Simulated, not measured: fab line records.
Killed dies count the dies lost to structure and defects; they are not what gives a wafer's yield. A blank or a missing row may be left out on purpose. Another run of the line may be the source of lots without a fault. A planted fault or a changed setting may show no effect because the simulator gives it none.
Matching of chambers | flow n5Finfet | cvdCo-01 running N5_BEOL_M2_CO_CAP_55: 3 sister chambers
The step material Co, precursor CCTBA/H2, target thk 2 nm, time 102.1 s. 36 wafers are shown with their chamber, then 12 later ones without.

== EACH WAFER AND ITS CHAMBER ==
wafer  | chamber | heaterPowerW (W) | heaterPowerOuterW (W)
L075.1 | 0       | 274              | 141
L075.3 | 1       | 247              | 131
L075.6 | 1       | 245              | 132
L079.1 | 0       | 265              | 142
L079.2 | 1       | 250              | 129
L079.3 | 2       | 228              | 132
L079.4 | 2       | 235              | 130
L079.5 | 1       | 245              | 131
L079.6 | 0       | 256              | 141
L078.1 | 1       | 244              | 131
L078.4 | 0       | 264              | 144
L078.5 | 2       | 232              | 130
L082.1 | 2       | 226              | 130
L082.5 | 2       | 236              | 130
L082.6 | 0       | 258              | 140
L083.4 | 2       | 227              | 134
L083.5 | 1       | 241              | 128
L083.6 | 0       | 272              | 144
L085.2 | 1       | 250              | 132
L085.4 | 2       | 230              | 128
L085.6 | 1       | 247              | 131
L086.1 | 0       | 261              | 143
L086.2 | 1       | 246              | 128
L086.3 | 2       | 230              | 132
L088.1 | 2       | 232              | 134
L088.4 | 1       | 239              | 130
L088.6 | 2       | 233              | 129
L091.2 | 0       | 262              | 146
L091.4 | 1       | 241              | 130
L091.6 | 2       | 230              | 132
L092.1 | 2       | 230              | 131
L092.2 | 0       | 264              | 145
L092.3 | 1       | 242              | 133
L092.4 | 0       | 262              | 141
L092.5 | 2       | 231              | 135
L092.6 | 1       | 245              | 130

SIGNATURES, as means of the wafers listed above
reading           | chamber 0 | chamber 1 | chamber 2 | scatter within a chamber
heaterPowerW      | 263.80    | 244.77    | 230.77    | 3.96
heaterPowerOuterW | 142.70    | 130.46    | 131.31    | 1.88
Rule: for a wafer and a chamber, the distance is found by dividing, reading by reading, the gap between the wafer's reading and the chamber's mean by the reading's scatter, squaring, summing and taking the root. The wafer belongs to the nearest chamber; if the next one is less than 2 further off, it can't be placed. How the scatter is found: for the shown wafers, subtract from each reading the mean of its chamber, square and add these, divide the total by (wafers less chambers), then take the root.

== WAFERS WITH NO CHAMBER GIVEN ==
wafer  | heaterPowerW (W) | heaterPowerOuterW (W)
L093.1 | 268              | 141
L093.4 | 259              | 140
L093.6 | 248              | 131
L095.2 | 232              | 132
L095.3 | 241              | 130
L095.4 | 265              | 148
L097.1 | 265              | 141
L097.2 | 232              | 133
L097.3 | 248              | 130
L097.4 | 241              | 130
L097.5 | 264              | 142
L097.6 | 231              | 132

== THE CHAMBER EACH PASSED THROUGH ==
wafer  | from the rows above     | in truth
L093.1 | 0                       | 0
L093.4 | 0                       | 0
L093.6 | 1                       | 1
L095.2 | 2                       | 2
L095.3 | can't be placed: 1 or 2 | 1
L095.4 | 0                       | 0
L097.1 | 0                       | 0
L097.2 | 2                       | 2
L097.3 | 1                       | 1
L097.4 | can't be placed: 1 or 2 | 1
L097.5 | 0                       | 0
L097.6 | 2                       | 2
Correctly placed: 10 of 12. Not placeable from these rows: 2 (in 2, the candidates include the true chamber). Number placed wrongly: 0.
